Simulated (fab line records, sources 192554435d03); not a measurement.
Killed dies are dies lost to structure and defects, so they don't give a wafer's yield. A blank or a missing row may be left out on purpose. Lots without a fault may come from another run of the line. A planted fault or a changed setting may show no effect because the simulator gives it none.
Chamber matching | flow n5_finfet | N5_MIM_BOT_ETCH_ETCH_04 on rie_diel-06: 4 sister chambers
The step etches SiNx in CF4/O2, target depth 26 nm, time 13 s. 24 wafers are shown with their chamber, then 12 later ones without.

WAFERS WITH THEIR CHAMBER
wafer  | chamber | drypump_motor_current_A (A) | showerhead_plenum_p_Torr (Torr) | rf_vpp_V (V)
L078.1 | 3       | 5.3                         | 2.24                            | 242
L078.2 | 2       | 5.4                         | 2.17                            | 233
L078.6 | 0       | 5.7                         | 2.30                            | 229
L077.2 | 1       | 6.5                         | 2.25                            | 247
L077.3 | 3       | 5.3                         | 2.24                            | 241
L077.4 | 0       | 5.7                         | 2.30                            | 231
L079.3 | 1       | 6.5                         | 2.25                            | 246
L079.4 | 1       | 6.5                         | 2.25                            | 245
L079.6 | 0       | 5.8                         | 2.30                            | 229
L080.1 | 0       | 5.7                         | 2.30                            | 230
L080.2 | 1       | 6.5                         | 2.24                            | 246
L080.6 | 2       | 5.4                         | 2.17                            | 232
L084.1 | 2       | 5.4                         | 2.17                            | 232
L084.3 | 1       | 6.5                         | 2.24                            | 246
L084.6 | 0       | 5.7                         | 2.30                            | 229
L085.1 | 0       | 5.7                         | 2.30                            | 229
L085.2 | 3       | 5.3                         | 2.24                            | 242
L085.6 | 3       | 5.3                         | 2.24                            | 242
L087.1 | 1       | 6.5                         | 2.24                            | 245
L087.3 | 0       | 5.7                         | 2.30                            | 230
L087.5 | 3       | 5.3                         | 2.23                            | 242
L092.1 | 0       | 5.7                         | 2.29                            | 229
L092.4 | 1       | 6.5                         | 2.24                            | 246
L092.5 | 3       | 5.3                         | 2.23                            | 244

SIGNATURES (means of the wafers above)
reading                  | chamber 0 | chamber 1 | chamber 2 | chamber 3 | scatter within a chamber
drypump_motor_current_A  | 5.713     | 6.500     | 5.400     | 5.300     | 0.0209
showerhead_plenum_p_Torr | 2.2988    | 2.2443    | 2.1700    | 2.2367    | 0.00443
rf_vpp_V                 | 229.50    | 245.86    | 232.33    | 242.17    | 0.786
Rule: a wafer's distance from a chamber is the root of the sum, over the readings, of the square of ((its reading less the chamber's mean) divided by the reading's scatter). The wafer belongs to the nearest chamber; if the next one is less than 2 further off, it can't be placed. The scatter: the root of (the sum of the squares of (reading less its chamber's mean) over the shown wafers, divided by (wafers less chambers)).

WAFERS WITHOUT THEIR CHAMBER
wafer  | drypump_motor_current_A (A) | showerhead_plenum_p_Torr (Torr) | rf_vpp_V (V)
L094.2 | 5.3                         | 2.23                            | 241
L094.5 | 6.5                         | 2.23                            | 244
L094.6 | 5.7                         | 2.29                            | 228
L095.1 | 5.4                         | 2.16                            | 233
L095.3 | 5.7                         | 2.29                            | 228
L095.4 | 5.3                         | 2.23                            | 242
L097.1 | 5.7                         | 2.29                            | 229
L097.2 | 6.5                         | 2.23                            | 247
L097.5 | 5.3                         | 2.23                            | 243
L096.4 | 5.3                         | 2.22                            | 240
L096.5 | 5.3                         | 2.22                            | 240
L096.6 | 5.4                         | 2.16                            | 232

WHICH CHAMBER EACH WENT THROUGH
wafer  | from the rows above | in truth
L094.2 | 3                   | 3
L094.5 | 1                   | 1
L094.6 | 0                   | 0
L095.1 | 2                   | 2
L095.3 | 0                   | 0
L095.4 | 3                   | 3
L097.1 | 0                   | 0
L097.2 | 1                   | 1
L097.5 | 3                   | 3
L096.4 | 3                   | 3
L096.5 | 3                   | 3
L096.6 | 2                   | 2
Placed correctly: 12 of 12. Can't be placed from these rows: 0. Placed wrongly: 0.
